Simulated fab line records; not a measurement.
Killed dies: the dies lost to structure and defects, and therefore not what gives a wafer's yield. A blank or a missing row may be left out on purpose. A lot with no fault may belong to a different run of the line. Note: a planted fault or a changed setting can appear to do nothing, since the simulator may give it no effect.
fab line records	flow n5_finfet
record: lots: 10	wafers: 30	last_day: 17
route steps=1938 shown FIN_SAQP@128 BEOL_M4@1111
lots that met no fault: from a run of the same line without faults
start_h: hours from the record's first day to the start of the lot's first wafer shown	wait_h: time in hours since the lot's previous step	" repeats the value in the row above	L1.1+2: a single row standing in for several wafers	- no value, or no start was given	* or withheld: withheld	< > ~ a bound
route shown NAME@n: a module of which the file shows steps, and the number in the route of the first	usual: mean/standard deviation of fault-free wafers	same: alike in all rows	chamber/n: place in a boat	sites: the reading at each site	_std_site: their standard deviation	_edge_site: inner sites' mean taken away from outer sites' mean	radius_mm: how far each site lies from the wafer's centre	mask NAME#n: copy n	behind: the last tool/chamber to shape the wafer	hold: what put the lot on hold/how long, in hours/how the hold closed	device: which transistor (n, p or np) failed to switch	end of line: the route-end tests of the same wafers	for a step that has no rows: nothing shown but its recipe	killed: the dies lost at the first sort to structure and to defects; this is not the yield of the wafer	map: shows each die of a wafer: x if killed, . if not, _ if none is there
set.NAME: setting as actually run; set.NAME@STEP: the setting as run at that earlier step	model.NAME: the simulator's own value behind a step, which no gauge read
one table for each step of the route and one row for each wafer, over a sample of lots
services: a tool's chamber out of use, with start hour (start_h, from the record's first day; less than 0 if before it), hours out, and reason
== steps ==
step: N5_FIN_SAQP_CD_MEAS_27
recipe: target_cd_nm: 20	landing_energy_ev: 1000	detector: se_inlens	polarity: line
usual: cd_nm: 20.25/0.25
lot.wafer	tool	chamber	start_h	wait_h	cd_nm
L429.1	cd_sem-03	0	36.90	0.1	20.23
L429.3	"	0	"	"	20.30
L429.5	"	0	"	"	20.19
L430.2	cd_sem-02	0	41.51	0.1	20.39
L430.3	"	0	"	"	20.24
L430.4	"	0	"	"	20.57
L431.1	cd_sem-02	0	48.24	0.1	20.50
L431.3	"	0	"	"	20.55
L431.5	"	0	"	"	20.11
L433.2	cd_sem-01	0	60.40	0.1	20.66
L433.4	"	0	"	"	20.06
L433.5	"	0	"	"	19.73
L434.1	cd_sem-01	0	66.73	0.1	20.28
L434.5	"	0	"	"	20.31
L434.6	"	0	"	"	20.33
L441.3	cd_sem-03	0	108.12	0.1	20.32
L441.4	"	0	"	"	20.32
L441.6	"	0	"	"	20.18
L445.1	cd_sem-03	0	133.67	0.1	20.67
L445.2	"	0	"	"	19.98
L445.5	"	0	"	"	20.63
L446.1	cd_sem-03	0	138.47	0.1	19.99
L446.3	"	0	"	"	20.10
L446.4	"	0	"	"	19.95
L447.2	cd_sem-01	0	144.55	0.1	20.05
L447.3	"	0	"	"	19.95
L447.6	"	0	"	"	20.07
L449.1	cd_sem-03	0	156.54	0.1	20.57
L449.4	"	0	"	"	19.73
L449.5	"	0	"	"	20.29
step: N5_FIN_SAQP_STRIP_77
recipe: chemistry: N2/H2	time_s: 90	power_w: 100	temp_c: 40	pressure_mtorr: 100	rf_frequency_hz: 6e+07	bias_power_w: 3	n2_flow_sccm: 300	h2_flow_sccm: 300
usual: drypump_motor_current_A: 5.6/0.51	oes_product_au: 0.79/0.097	rf_vpp_V: 45.2/0.81	showerhead_plenum_p_Torr: 3.38/0.11	throttle_valve_pct: 12.28/0.3
lot.wafer	tool	chamber	start_h	wait_h	drypump_motor_current_A	oes_product_au	rf_hours_counter_h	rf_vpp_V	showerhead_plenum_p_Torr	throttle_valve_pct
L429.1	rie_diel-02	1	39.10	0.0	6.4	0.84	101	46.5	3.28	11.95
L429.3	"	3	"	"	6.1	0.70	212	44.6	3.32	12.42
L429.5	"	0	"	"	5.5	0.67	-	44.9	3.20	12.58
L430.2	rie_diel-06	1	43.39	0.0	6.3	0.67	228	44.3	3.32	12.34
L430.3	"	0	"	"	5.7	0.96	6	45.2	3.59	11.82
L430.4	"	3	"	"	5.6	0.89	39	44.9	3.31	12.10
L431.1	rie_diel-01	1	49.92	0.0	5.1	0.77	126	44.5	3.28	12.57
L431.3	"	3	"	"	5.4	0.68	264	45.7	3.29	12.48
L431.5	"	3	"	"	5.4	0.68	-	44.8	3.29	12.46
L433.2	rie_diel-02	3	62.21	0.0	6.1	0.70	219	45.2	3.31	12.44
L433.4	"	0	"	"	5.5	0.67	248	44.7	3.20	12.61
L433.5	"	3	"	"	6.1	0.70	-	44.3	3.31	12.44
L434.1	rie_diel-02	1	68.58	0.0	6.4	0.82	112	45.8	3.28	11.98
L434.5	"	2	"	"	5.8	0.68	-	44.9	3.48	12.56
L434.6	"	3	"	"	6.1	0.70	-	45.4	3.31	12.46
L441.3	rie_diel-06	3	110.37	0.0	5.6	0.85	64	45.8	3.29	12.16
L441.4	"	0	"	"	5.7	0.88	-	43.9	3.58	11.88
L441.6	"	3	"	"	5.6	0.84	-	45.2	3.29	12.17
L445.1	rie_diel-06	0	135.40	0.0	5.8	0.88	43	46.8	3.57	11.91
L445.2	"	3	"	"	5.5	0.83	75	43.8	3.29	12.18
L445.5	"	1	"	"	6.3	1.00	-	44.8	3.31	11.77
L446.1	rie_diel-06	2	140.61	0.0	5.6	0.72	197	45.6	3.49	12.70
L446.3	"	3	"	"	5.6	0.83	77	46.2	3.29	12.19
L446.4	"	0	"	"	5.8	0.88	44	46.0	3.57	11.93
L447.2	rie_diel-01	2	146.26	0.0	6.2	0.68	250	45.2	3.45	12.51
L447.3	"	1	"	"	5.1	0.73	164	45.0	3.26	12.65
L447.6	"	1	"	"	5.0	0.73	-	43.5	3.26	12.66
L449.1	rie_diel-01	3	158.23	0.0	5.4	0.90	31	44.2	3.28	11.90
L449.4	"	1	"	"	5.1	0.73	-	46.2	3.26	12.67
L449.5	"	3	"	"	5.4	0.89	-	44.1	3.28	11.91
step: N5_FIN_SAQP_HM_CD_35
recipe: target_cd_nm: 8	polarity: line
usual: cd_nm: 8.15/0.25
lot.wafer	tool	chamber	start_h	wait_h	cd_nm
L429.1	cd_sem-01	-	39.22	0.1	8.00
L429.3	"	-	"	"	8.25
L429.5	"	-	"	"	8.35
L430.2	cd_sem-03	-	43.51	0.1	8.43
L430.3	"	-	"	"	8.05
L430.4	"	-	"	"	8.69
L431.1	cd_sem-02	-	50.05	0.1	8.35
L431.3	"	-	"	"	8.06
L431.5	"	-	"	"	8.31
L433.2	cd_sem-03	-	62.34	0.1	8.16
L433.4	"	-	"	"	8.31
L433.5	"	-	"	"	8.33
L434.1	cd_sem-01	-	68.70	0.1	8.34
L434.5	"	-	"	"	8.32
L434.6	"	-	"	"	8.12
L441.3	cd_sem-03	-	110.50	0.1	7.93
L441.4	"	-	"	"	7.99
L441.6	"	-	"	"	8.13
L445.1	cd_sem-03	-	135.53	0.1	8.16
L445.2	"	-	"	"	8.10
L445.5	"	-	"	"	8.55
L446.1	cd_sem-02	-	140.74	0.1	8.13
L446.3	"	-	"	"	8.52
L446.4	"	-	"	"	7.82
L447.2	cd_sem-01	-	146.39	0.1	8.34
L447.3	"	-	"	"	8.12
L447.6	"	-	"	"	8.81
L449.1	cd_sem-02	-	158.35	0.1	7.91
L449.4	"	-	"	"	8.33
L449.5	"	-	"	"	7.83
step: N5_FIN_SAQP_ETCH_64
recipe: chemistry: CF4	target: SiO2	target_depth_a: 15	ion_energy_ev: 350	pressure_mtorr: 10	icp_w: 800	bias_w: 400	cf4_flow_sccm: 80
usual: cf4_flow_sccm: 79.99/0.26	drypump_motor_current_A: 5.5/0.33	oes_product_au: 1.004/0.025	throttle_valve_pct: 21.75/0.29
lot.wafer	tool	chamber	start_h	wait_h	cf4_flow_sccm	drypump_motor_current_A	oes_product_au	rf_hours_counter_h	throttle_valve_pct
L429.1	rie_si-04	0	39.27	0.0	80.08	5.6	1.024	190	21.87
L429.3	"	1	"	"	79.93	5.4	0.995	1	21.42
L429.5	"	1	"	"	79.96	5.4	0.999	-	21.41
L430.2	rie_si-05	0	43.56	0.0	80.02	5.6	1.033	174	22.24
L430.3	"	1	"	"	79.79	4.8	0.984	6	21.42
L430.4	"	3	"	"	80.16	5.4	0.973	84	22.04
L431.1	rie_si-05	1	50.09	0.0	79.62	4.8	0.983	6	21.44
L431.3	"	3	"	"	80.34	5.5	0.973	84	22.04
L431.5	"	1	"	"	79.86	4.8	0.983	-	21.45
L433.2	rie_si-05	2	62.39	0.0	80.25	5.7	0.983	90	21.50
L433.4	"	0	"	"	80.12	5.6	1.466	175	22.39
L433.5	"	3	"	"	80.09	5.4	0.970	-	22.05
L434.1	rie_si-05	2	68.75	0.0	79.85	5.8	0.980	90	21.48
L434.5	"	1	"	"	79.99	4.8	0.988	-	21.42
L434.6	"	2	"	"	79.82	5.7	1.403	-	21.62
L441.3	rie_si-01	1	110.54	0.0	80.08	5.9	0.974	111	21.59
L441.4	"	2	"	"	79.94	5.4	1.008	39	21.87
L441.6	"	3	"	"	80.30	5.6	0.969	-	21.58
L445.1	rie_si-05	2	135.57	0.0	79.81	5.7	0.975	91	21.48
L445.2	"	3	"	"	80.45	5.4	0.975	86	22.05
L445.5	"	1	"	"	79.58	4.8	0.986	-	21.43
L446.1	rie_si-04	0	140.79	0.0	80.01	5.6	1.036	192	21.88
L446.3	"	1	"	"	79.48	5.4	1.000	4	21.42
L446.4	"	0	"	"	79.81	5.6	1.043	-	21.89
L447.2	rie_si-05	2	146.44	0.0	79.75	5.8	0.986	92	21.50
L447.3	"	3	"	"	80.01	5.4	0.973	86	22.06
L447.6	"	1	"	"	79.88	4.8	0.981	-	21.43
L449.1	rie_si-04	0	158.40	0.0	79.79	5.6	1.043	192	21.92
L449.4	"	3	"	"	79.43	5.2	1.023	52	21.58
L449.5	"	3	"	"	79.69	5.2	1.031	-	21.57
step: N5_BEOL_M4_RC_MEAS_101
usual: DIBL_N: 36.8/1.5	DIBL_P: 37.1/2.1	IOFF_N: 0.168/0.03	IOFF_P: 0.22/0.034	ION_N: 679/12	ION_P: 466/8	SS_N: 71.7/0.58	SS_P: 73.5/0.67	VT_N: 248.8/2.7	VT_P: -250/3.3
lot.wafer	tool	chamber	start_h	wait_h	DIBL_N[mV/V]	DIBL_P[mV/V]	IOFF_N[nA/um]	IOFF_P[nA/um]	ION_N[uA/um]	ION_P[uA/um]	SS_N[mV/dec]	SS_P[mV/dec]	VT_N[mV]	VT_P[mV]
L431.1	prober-02	0	179.56	0.0	36.4	37.5	0.165	0.22	677	468	71.8	72.7	247.4	-253
L431.3	"	0	"	"	38.7	40.5	0.200	0.27	687	468	72.6	74.0	246.2	-247
L431.5	"	0	"	"	36.0	37.8	0.152	0.23	679	468	71.0	72.7	251.6	-246
L429.1	prober-01	0	181.48	0.0	37.0	36.1	0.146	0.19	678	461	71.5	73.5	249.8	-253
L429.3	"	0	"	"	36.9	36.0	0.146	0.20	675	462	70.6	72.9	247.4	-249
L429.5	"	0	"	"	37.1	36.1	0.148	0.20	672	461	70.9	73.4	248.0	-250
L430.2	prober-02	0	181.93	0.2	36.8	36.8	0.162	0.26	690	482	71.3	73.5	248.8	-246
L430.3	"	0	"	"	37.9	38.8	0.184	0.29	689	479	71.8	74.2	249.6	-242
L430.4	"	0	"	"	37.9	37.6	0.190	0.26	704	486	71.9	73.5	246.3	-246
L433.2	prober-01	0	198.07	0.2	35.4	37.0	0.167	0.22	671	469	71.3	74.0	247.2	-249
L433.4	"	0	"	"	35.3	36.7	0.160	0.20	678	462	71.7	72.8	245.6	-249
L433.5	"	0	"	"	35.6	37.2	0.183	0.22	684	470	71.2	73.4	244.9	-247
L434.1	prober-02	0	207.27	0.0	39.4	37.8	0.201	0.25	695	471	71.9	74.3	248.2	-249
L434.5	"	0	"	"	37.6	36.6	0.169	0.23	684	466	72.0	73.3	250.7	-246
L434.6	"	0	"	"	37.6	37.4	0.172	0.25	693	478	72.0	73.7	247.6	-243
L441.3	prober-02	0	246.82	0.3	41.2	40.8	0.240	0.32	677	468	72.2	76.2	245.5	-248
L441.4	"	0	"	"	36.5	34.4	0.138	0.21	662	464	71.1	73.5	253.0	-251
L441.6	"	0	"	"	35.5	32.9	0.124	0.18	657	455	71.1	72.4	253.3	-249
L445.1	prober-01	0	268.45	0.0	38.4	38.2	0.189	0.24	696	480	72.0	73.4	246.2	-250
L445.2	"	0	"	"	37.9	37.6	0.169	0.24	677	464	71.6	73.5	245.0	-249
L445.5	"	0	"	"	37.8	38.1	0.193	0.25	708	484	72.4	74.2	243.7	-245
L446.1	prober-01	0	275.70	0.0	36.0	37.5	0.143	0.21	670	462	72.4	74.4	250.8	-251
L446.3	"	0	"	"	36.6	37.5	0.163	0.20	677	460	72.0	73.6	247.4	-251
L446.4	"	0	"	"	33.2	33.1	0.102	0.15	651	451	71.3	72.1	255.1	-254
L447.2	prober-02	0	294.62	0.2	38.9	37.8	0.177	0.19	678	460	72.3	73.9	247.2	-256
L447.3	"	0	"	"	36.8	35.5	0.135	0.17	675	459	70.8	73.3	254.0	-256
L447.6	"	0	"	"	38.6	36.7	0.174	0.18	683	462	72.4	73.7	249.3	-257
L449.1	prober-02	0	296.59	0.0	33.4	33.0	0.126	0.19	679	469	71.3	72.9	252.8	-251
L449.4	"	0	"	"	34.7	34.8	0.147	0.22	681	472	71.5	73.4	252.4	-247
L449.5	"	0	"	"	36.5	36.2	0.164	0.26	678	474	72.4	73.0	248.7	-246
== services ==
tool	chamber	start_h	hours	kind
rie_diel-01	2	20.42	10.9	repair
rie_diel-01	0	24.21	21.6	repair
rie_si-04	2	27.55	11.5	repair
rie_diel-06	1	34.50	8.1	repair
rie_diel-01	1	38.11	1.3	repair
rie_diel-06	1	44.87	4.8	repair
rie_diel-01	3	59.97	1.7	repair
rie_diel-01	3	61.78	-	clean
rie_diel-01	3	61.78	-	consumable_replace:focus_ring
rie_diel-01	3	61.78	14.4	scheduled_down
rie_diel-01	3	61.78	14.4	vent_cycle
rie_diel-02	0	66.19	-	clean
rie_diel-02	0	66.19	-	consumable_replace:focus_ring
rie_diel-02	-	72.54	11.6	repair
rie_si-04	-	86.73	2.8	pm
rie_si-04	0	96.68	7.0	repair
rie_diel-02	2	96.77	1.5	repair
rie_si-04	2	99.52	3.7	repair
rie_diel-06	1	109.69	-	clean
rie_diel-06	1	109.69	-	consumable_replace:focus_ring
rie_diel-06	1	109.69	20.6	scheduled_down
rie_diel-06	1	109.69	20.6	vent_cycle
rie_diel-01	3	130.35	4.5	repair
rie_diel-01	-	148.96	0.1	repair
== key ==
first_sign: step: N5_FIN_SAQP_ETCH_64	reading: oes_product_au	direction: up	sigmas: 17	usual: 1.004	struck: 1.435
effect none on later readings
met_at N5_FIN_SAQP_ETCH_64
struck_lots L433,L434
struck_wafers L433.4,L434.6
not_acting_at N5_FIN_SAQP_CD_MEAS_27,N5_FIN_SAQP_STRIP_77,N5_FIN_SAQP_HM_CD_35
onset_between 50.09 62.39
fault: kind: process_parameter_drift	tool: rie_si-05	chamber: -	onset_h: 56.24	steps: N5_FIN_SAQP_ETCH_64	channel: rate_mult	offset: 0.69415	shape: step	end_h: 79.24	scope: struck_wafers_only
